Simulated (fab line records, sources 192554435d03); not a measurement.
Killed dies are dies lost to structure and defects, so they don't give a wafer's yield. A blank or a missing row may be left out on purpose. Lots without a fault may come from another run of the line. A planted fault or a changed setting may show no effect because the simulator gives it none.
Chamber matching | flow n5_finfet | N5_BEOL_M10_STRIP_36 on rie_diel-03: 4 sister chambers
The step strips in N2/H2. 22 wafers are shown with their chamber, then 11 later ones without.

WAFERS WITH THEIR CHAMBER
wafer  | chamber | drypump_motor_current_A (A) | showerhead_plenum_p_Torr (Torr) | throttle_valve_pct (%)
L076.2 | 1       | 5.7                         | 2.57                            | 23.65
L076.5 | 0       | 5.9                         | 2.62                            | 23.42
L076.6 | 1       | 5.7                         | 2.57                            | 23.64
L075.3 | 3       | 5.7                         | 2.45                            | 23.31
L075.5 | 0       | 5.9                         | 2.62                            | 23.41
L075.6 | 3       | 5.6                         | 2.45                            | 23.35
L078.3 | 0       | 5.9                         | 2.62                            | 23.44
L078.4 | 1       | 5.7                         | 2.57                            | 23.68
L078.6 | 2       | 5.0                         | 2.53                            | 23.61
L081.1 | 2       | 5.0                         | 2.53                            | 23.63
L081.4 | 1       | 5.6                         | 2.56                            | 23.68
L081.6 | 1       | 5.7                         | 2.56                            | 23.63
L087.1 | 3       | 5.7                         | 2.44                            | 23.36
L087.5 | 3       | 5.7                         | 2.44                            | 23.36
L087.6 | 2       | 5.0                         | 2.52                            | 23.66
L088.1 | 2       | 5.0                         | 2.52                            | 23.67
L088.2 | 0       | 5.9                         | 2.61                            | 23.45
L088.3 | 3       | 5.7                         | 2.44                            | 23.34
L092.2 | 2       | 5.0                         | 2.52                            | 23.71
L092.3 | 0       | 5.9                         | 2.61                            | 23.42
L092.4 | 1       | 5.7                         | 2.56                            | 23.70
L090.2 | 1       | 5.7                         | 2.56                            | 23.68

SIGNATURES (means of the wafers above)
reading                  | chamber 0 | chamber 1 | chamber 2 | chamber 3 | scatter within a chamber
drypump_motor_current_A  | 5.900     | 5.686     | 5.000     | 5.680     | 0.0303
showerhead_plenum_p_Torr | 2.6160    | 2.5643    | 2.5240    | 2.4440    | 0.00543
throttle_valve_pct       | 23.4280   | 23.6657   | 23.6560   | 23.3440   | 0.0266
Rule: a wafer's distance from a chamber is the root of the sum, over the readings, of the square of ((its reading less the chamber's mean) divided by the reading's scatter). The wafer belongs to the nearest chamber; if the next one is less than 2 further off, it can't be placed. The scatter: the root of (the sum of the squares of (reading less its chamber's mean) over the shown wafers, divided by (wafers less chambers)).

WAFERS WITHOUT THEIR CHAMBER
wafer  | drypump_motor_current_A (A) | showerhead_plenum_p_Torr (Torr) | throttle_valve_pct (%)
L090.3 | 5.7                         | 2.44                            | 23.36
L090.6 | 5.0                         | 2.52                            | 23.63
L094.1 | 5.7                         | 2.55                            | 23.68
L094.5 | 5.0                         | 2.52                            | 23.68
L094.6 | 5.6                         | 2.44                            | 23.36
L095.1 | 5.7                         | 2.44                            | 23.37
L095.3 | 5.7                         | 2.55                            | 23.69
L095.4 | 5.9                         | 2.61                            | 23.45
L096.1 | 5.7                         | 2.43                            | 23.39
L096.3 | 5.9                         | 2.60                            | 23.50
L096.4 | 5.0                         | 2.52                            | 23.68

WHICH CHAMBER EACH WENT THROUGH
wafer  | from the rows above | in truth
L090.3 | 3                   | 3
L090.6 | 2                   | 2
L094.1 | 1                   | 1
L094.5 | 2                   | 2
L094.6 | 3                   | 3
L095.1 | 3                   | 3
L095.3 | 1                   | 1
L095.4 | 0                   | 0
L096.1 | 3                   | 3
L096.3 | 0                   | 0
L096.4 | 2                   | 2
Placed correctly: 11 of 11. Can't be placed from these rows: 0. Placed wrongly: 0.
